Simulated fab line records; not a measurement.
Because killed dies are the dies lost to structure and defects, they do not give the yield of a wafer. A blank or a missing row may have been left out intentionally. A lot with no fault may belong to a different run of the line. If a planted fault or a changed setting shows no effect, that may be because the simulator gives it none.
Which tool is to blame?    flow nand harc    39 wafers sampled from 13 lots at 1 step of a route of 1302

## WHAT THE GAUGES READ, wafer by wafer
NHARC_P_GATE_CD_MEAS_46 targets a cd of 720 nm. Usual: cd nm reads 720.3 nm (standard deviation 2).
lot   measured      on         cd nm (nm)         flag
L412  day 5 14:29   cd sem-02  718.6 717.0 720.4  
L415  day 6 16:40   cd sem-02  721.3 719.3 722.0  
L417  day 7 15:50   cd sem-03  717.6 717.3 715.0  
L418  day 8 09:24   cd sem-01  720.0 718.3 721.1  
L419  day 8 16:59   cd sem-03  722.6 719.1 722.6  
L420  day 8 22:11   cd sem-01  720.3 718.0 721.1  
L421  day 9 08:14   cd sem-03  721.5 721.2 723.5  
L422  day 9 16:53   cd sem-03  720.4 719.4 717.2  
L424  day 10 07:33  cd sem-03  718.5 720.5 718.1  
L425  day 11 05:35  cd sem-03  721.6 722.5 720.5  
L427  day 11 14:18  cd sem-02  720.8 718.7 717.8  
L426  day 11 16:05  cd sem-02  717.6 719.9 715.9  
L435  day 15 06:25  cd sem-02  722.6 721.3 718.8  

## WHICH TOOL RAN EACH LOT (tool, then ch and the chambers of the sampled wafers, then the start)
The record holds no process step before these readings.

## AS READ BY THE TOOLS THEMSELVES (means over the sampled wafers that have a number; for cases with no such wafer, the mark the record gives instead)
The record holds no such reading with a usual standard deviation.

## THE ANSWER, worked out from the rows above alone
Rule: lot off if the mean of its wafers having a number is beyond 3 standard deviations from the usual mean. A lot without any number at a reading at which 4 lots or more have one is off too. All remaining lots with rows at the step are treated as sound. First the gauges in route order, then the tools' own readings, where a lot's mean is used as printed above. At the first step where some lot is off, the reading lying furthest off is the one used; lots without a number count as furthest.
None of the lots is off at any reading shown; this tells nothing.

## WHAT HAD BEEN PUT IN BY THE SIMULATOR
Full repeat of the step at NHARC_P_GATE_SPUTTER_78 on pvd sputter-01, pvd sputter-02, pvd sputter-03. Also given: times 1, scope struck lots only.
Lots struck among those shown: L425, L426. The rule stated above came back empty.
